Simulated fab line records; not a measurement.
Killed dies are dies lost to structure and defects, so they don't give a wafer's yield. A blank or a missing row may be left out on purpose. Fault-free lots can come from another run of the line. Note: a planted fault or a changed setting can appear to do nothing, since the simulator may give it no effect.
Comparing a struck lot with a sound one | flow nand_harc | 42 steps out of a route of 1159
Sound: these wafers, L615.1, L615.3, L615.4. Struck: wafer L608.3. (L608.1, L608.4 of the same lot were not struck and are left out.) The cause comes at the end.
Each step with rows lists, per side, the tool, then ch with its chambers, then its first start. Under that, the readings that differ: sound wafers | struck wafers | difference of the means | sigmas: that difference in standard deviations of wafers without a fault.
alike: same words and numbers on both sides, and readings whose means sit less than 2 such deviations apart. not compared: any withheld reading, any reading some wafer has no value for, any bound like >300 that may hide the same value, and any number with overlapping values for which the record gives no deviation.
A row with sigmas, a row that says differs or no value, or rows on one side alone: a step with any of these is where the two part. Numbers that don't overlap but have no deviation are shown without sigmas and don't part them. A reading missing from all wafers of one side parts the sides only when that side holds two or more wafers.

first, 1 step without rows for these wafers: NHARC_P_M2_DEGAS_29 (time 60 s).
NHARC_P_M2_PRE_CLEAN_30: time 30 s.
  sound on pvd_sputter-03; struck on pvd_sputter-02
  alike: heater_power_w
then, 1 step without rows for these wafers: NHARC_P_M2_PVD_20 (deposits TaN, target thk 5 nm, time 8.06 s).
NHARC_P_M2_PVD_21: deposits Cu, target thk 30 nm, time 20.49 s.
  sound on pvd_sputter-03; struck on pvd_sputter-02
  alike: throttle_valve_pct
then, 3 steps without rows for these wafers: NHARC_P_M2_ECD_22 (material Cu, target thk 400 nm); NHARC_P_M2_ANNEAL_31 (time 90 s); NHARC_P_M2_CMP_23 (polishes, t overpolish 20 s, target thk 144.3 nm).
NHARC_P_M2_THK_MEAS_24: measures by xrf.
  sound on film_metro-02, day 10 08:55; struck on film_metro-01, day 8 06:48
  reading     | sound             | struck | difference | sigmas
  thk_nm (nm) | 142.5 141.3 148.4 | 148.7  | +4.6       | +3
following that, these wafers have no rows for 1 step: NHARC_P_M2_SRD_25.
NHARC_P_M2_INSPECT_27:
  sound on defect_inspect-01, day 10 09:05; struck on defect_inspect-02, day 8 06:58
  alike: raw_defect_count
then, 1 step without rows for these wafers: NHARC_P_M2_PRE_CLEAN_32 (time 12 s).
NHARC_P_M2_DEP_33: deposits SiCN, target thk 30 nm.
  sound on pecvd-02 ch 1,2, day 10 09:15; struck on pecvd-03 ch 1, day 8 07:07
  alike: heater_power_w, showerhead_vpp_V
NHARC_P_BONDPAD_DEP_00: deposits SiCN, target thk 250 nm.
  sound on pecvd-02 ch 0,2; struck on pecvd-02 ch 1, day 8 07:36
  reading              | sound          | struck | difference | sigmas
  showerhead_vpp_V (V) | 1369 1368 1340 | 1287   | -72        | -2
  alike: heater_power_w
then, 1 step without rows for these wafers: NHARC_P_BONDPAD_CMP_32 (polishes SiCN, target thk 200 nm).
NHARC_P_BONDPAD_THK_MEAS_33: measures by ellipsometry.
  sound on film_metro-02, day 10 10:18; struck on film_metro-01, day 8 08:19
  alike: thk_nm
then, 10 steps without rows for these wafers: NHARC_P_BONDPAD_SRD_34; NHARC_P_BONDPAD_DEHYDRATE_01 (time 120 s); NHARC_P_BONDPAD_HMDS_02 (time 30 s); NHARC_P_BONDPAD_COAT_36 (time 65 s); NHARC_P_BONDPAD_COAT_03 (resist thk 600 nm); NHARC_P_BONDPAD_SOFTBAKE_04 (time 70 s); NHARC_P_BONDPAD_EBR_05; NHARC_P_BONDPAD_EXPOSE_06 (exposes mask P BPAD); NHARC_P_BONDPAD_PEB_07 (peb time 80 s); NHARC_P_BONDPAD_DEVELOP_08 (time 50 s).
NHARC_P_BONDPAD_CD_MEAS_09 targets a cd of 500 nm.
  sound on cd_sem-01 ch 0, day 10 10:44; struck on cd_sem-03 ch 0, day 8 08:53
  alike: cd_nm
NHARC_P_BONDPAD_OVL_MEAS_38:
  sound on overlay-02, day 10 10:49; struck on overlay-02, day 8 08:59
  alike: overlay_x_nm, overlay_y_nm
then, 2 steps without rows for these wafers: NHARC_P_BONDPAD_HARDBAKE_10 (time 65 s); NHARC_P_BONDPAD_DESCUM_11 (chemistry O2, time 3 s).
NHARC_P_BONDPAD_ETCH_37: etches the open film in N2/H2, target depth 60 nm, overetch 18 nm, time 65.91 s.
  sound on rie_diel-09 ch 0,1,3, day 10 11:02; struck on rie_diel-01 ch 0, day 8 09:11
  reading                | sound    | struck | difference | sigmas
  rf_hours_counter_h (h) | 14 13 13 | 11     | -2         |
  alike: drypump_motor_current_A, oes_product_au, rf_vpp_V, showerhead_plenum_p_Torr, throttle_valve_pct
then, 1 step without rows for these wafers: NHARC_P_BONDPAD_ETCH_12 (etches the open film in CHF3/O2, target depth 200 nm, time 100 s).
NHARC_P_BONDPAD_CD_MEAS_13:
  sound on cd_sem-01, day 10 11:16; struck on cd_sem-03, day 8 09:26
  alike: cd_nm
then, 1 step without rows for these wafers: NHARC_P_BONDPAD_STRIP_15 (strips in O2).
NHARC_P_BONDPAD_ETCH_24: etches the open film in CF4/N2, target depth 30 nm, time 72.99 s.
  sound on rie_diel-11 ch 1,2,3; struck on rie_diel-01 ch 3
  alike: drypump_motor_current_A, oes_product_au, rf_vpp_V, showerhead_plenum_p_Torr, throttle_valve_pct
  not compared: rf_hours_counter_h
then, 7 steps without rows for these wafers: NHARC_P_BONDPAD_STRIP_16 (strips in post etch residue remover, time 600 s); NHARC_P_BONDPAD_DEGAS_25 (time 60 s); NHARC_P_BONDPAD_PRE_CLEAN_26 (time 30 s); NHARC_P_BONDPAD_PVD_17 (deposits TaN, target thk 5 nm, time 8.06 s); NHARC_P_BONDPAD_PVD_27 (deposits Cu, target thk 30 nm, time 20.49 s); NHARC_P_BONDPAD_ECD_18 (material Cu, target thk 400 nm); NHARC_P_BONDPAD_ANNEAL_28 (time 90 s).
-- record jumps: 13 days between struck wafers' starts before vs after; left off in module P_BONDPAD, resumes in module END, first step shown is number 1159 of the route --
NHARC_END_SORT_01:
  sound on prober-01 ch 0, day 23 16:07; struck on prober-01 ch 0, day 21 09:17
  reading                  | sound          | struck | difference | sigmas
  defect_limited_yield (%) | 97.3 95.3 97.0 | 79.5   | -17.0      | -9
  killed_at_periphery      | 1 4 3          | 111    | +108       | +49
  killed_dies              | 18 32 20       | 139    | +116       | +10
  sort_bin_2_pct (%)       | 0.7 1.9 1.5    | 6.8    | +5.4       | +7
  sort_bin_3_pct (%)       | 0.15 0.44 0    | 6.50   | +6.30      | +29
  sort_bin_4_pct (%)       | 1.8 2.4 1.5    | 7.2    | +5.3       | +5
  sort_n_pass              | 659 645 657    | 538    | -116       | -10
  sort_yield_pct (%)       | 97.3 95.3 97.0 | 79.5   | -17.0      | -9
  alike: killed_at_array, killed_at_other, killed_open, killed_short, sort_rim_yield_pct

== WHERE THEY PART ==
At NHARC_P_M2_THK_MEAS_24 first; at NHARC_END_SORT_01 last (within this record only).

WHY: what had been put in by the simulator
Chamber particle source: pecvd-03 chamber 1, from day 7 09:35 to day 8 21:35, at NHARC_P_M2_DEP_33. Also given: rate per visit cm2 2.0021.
